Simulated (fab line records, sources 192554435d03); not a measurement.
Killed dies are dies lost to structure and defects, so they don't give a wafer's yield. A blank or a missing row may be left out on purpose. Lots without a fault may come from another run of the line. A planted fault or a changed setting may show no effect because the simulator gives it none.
Split-lot experiment | flow n5_finfet | 7 lots, 21 wafers read, on a route of 1938 steps

THE SPLIT
At N5_MOL_CONTACT_COAG_ETCHBACK_135 (etches SiO2 in CHF3, target depth 25 nm, time 16.7 s), the setting time_s was moved away from the recipe's 16.7 s on 6 of the 21 wafers read, by -20.7% to +16.6%. The other wafers ran this setting at the recipe's value.

The reading is taken at the split's own step.

THE READING
SOC_of_MOL_CONTACT_COAG_COAT_75.thk_nm (the simulator's own value, which no gauge read), in nm, at N5_MOL_CONTACT_COAG_ETCHBACK_135 (etches SiO2 in CHF3, target depth 25 nm, time 16.7 s). The file gives no usual value for it. The 15 wafers here that ran the recipe average 57.4 nm, standard deviation 0.19 nm.

wafer  | tool, chamber at the split | time_s as run, s | against the recipe | SOC_of_MOL_CONTACT_COAG_COAT_75.thk_nm, nm | against lot-mates on the recipe
L077.1 | rie_diel-02, 1,3           | 13.25            | -20.7%             | 57.6                                       | +0.6
L077.2 | rie_diel-02, 1,3           | 13.25            | -20.7%             | 57.6                                       | +0.6
L077.6 | rie_diel-02, 2             | 16.7             | recipe             | 57                                         | -
L081.2 | rie_diel-06, 1,2,3         | 16.7             | recipe             | 57.6                                       | -
L081.4 | rie_diel-06, 1,2,3         | 16.7             | recipe             | 57.6                                       | -
L081.5 | rie_diel-06, 1,2,3         | 16.7             | recipe             | 57.6                                       | -
L083.4 | rie_diel-03, 0             | 16.7             | recipe             | 57.6                                       | -
L083.5 | rie_diel-03, 0             | 16.7             | recipe             | 57.6                                       | -
L083.6 | rie_diel-03, 1             | 16.7             | recipe             | 57.4                                       | -
L084.1 | rie_diel-06, 2             | 19.47            | +16.6%             | 57                                         | -0.3
L084.4 | rie_diel-06, 1             | 16.7             | recipe             | 57.4                                       | -
L084.6 | rie_diel-06, 0             | 16.7             | recipe             | 57.2                                       | -
L088.1 | rie_diel-06, 3,0           | 13.57            | -18.7%             | 57.8                                       | +0.6
L088.2 | rie_diel-06, 3,0           | 13.57            | -18.7%             | 57.8                                       | +0.6
L088.5 | rie_diel-06, 1             | 16.7             | recipe             | 57.2                                       | -
L090.2 | rie_diel-06, 3             | 16.7             | recipe             | 57.6                                       | -
L090.3 | rie_diel-06, 1             | 13.32            | -20.2%             | 57.8                                       | +0.3
L090.6 | rie_diel-06, 3             | 16.7             | recipe             | 57.4                                       | -
L092.1 | rie_diel-03, 3             | 16.7             | recipe             | 57.4                                       | -
L092.5 | rie_diel-03, 3             | 16.7             | recipe             | 57.4                                       | -
L092.4 | rie_diel-03, 0             | 16.7             | recipe             | 57.2                                       | -
Where a row lists several chambers, the file gives one row for several wafers and doesn't say which wafer went through which chamber.

THE FIT
A straight line over all 21 wafers: SOC_of_MOL_CONTACT_COAG_COAT_75.thk_nm changes by -0.0169 nm for each +1% of time_s; r = -0.69; the points scatter about the line by 0.18 nm.
The same after taking each lot's own level away (the mean of its wafers on the recipe; 21 wafers): -0.0255 nm for each +1%; r = -0.93; scatter 0.1 nm.
On that fit, the largest move of time_s shifts the reading by 0.53 nm.
The lots' own levels span 57.00 to 57.60 nm, that is 3.2 times the standard deviation above.
So the lot-to-lot level blurs the effect unless lot-mates are compared.
Check: with one of the wafers moved furthest among these (-20.7%) left out of the fit, the line predicts +0.527 nm for it against its lot-mates. It came out at +0.6 nm against them.

OTHER SPLITS ON THESE WAFERS
These wafers also went through other splits before the reading. Each is held against what the fit with the lots' levels taken away leaves over:
other split on the same wafers      | wafers away from the commonest value | r with SOC_of_MOL_CONTACT_COAG_COAT_75.thk_nm (lot level and that fit taken away)
N5_HKMG_FIN_COAT_42 spin_rpm        | 10                                   | -0.03
N5_HKMG_FIN_ETCH_54 source_w        | 6                                    | +0.14
N5_MOL_CONTACT_COAG_ETCH_110 bias_w | 6                                    | -0.43

THE FILE'S OWN FIT
SOC_of_MOL_CONTACT_COAG_COAT_75.thk_nm changes by -0.0237 nm for each +1% of time_s, r = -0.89.
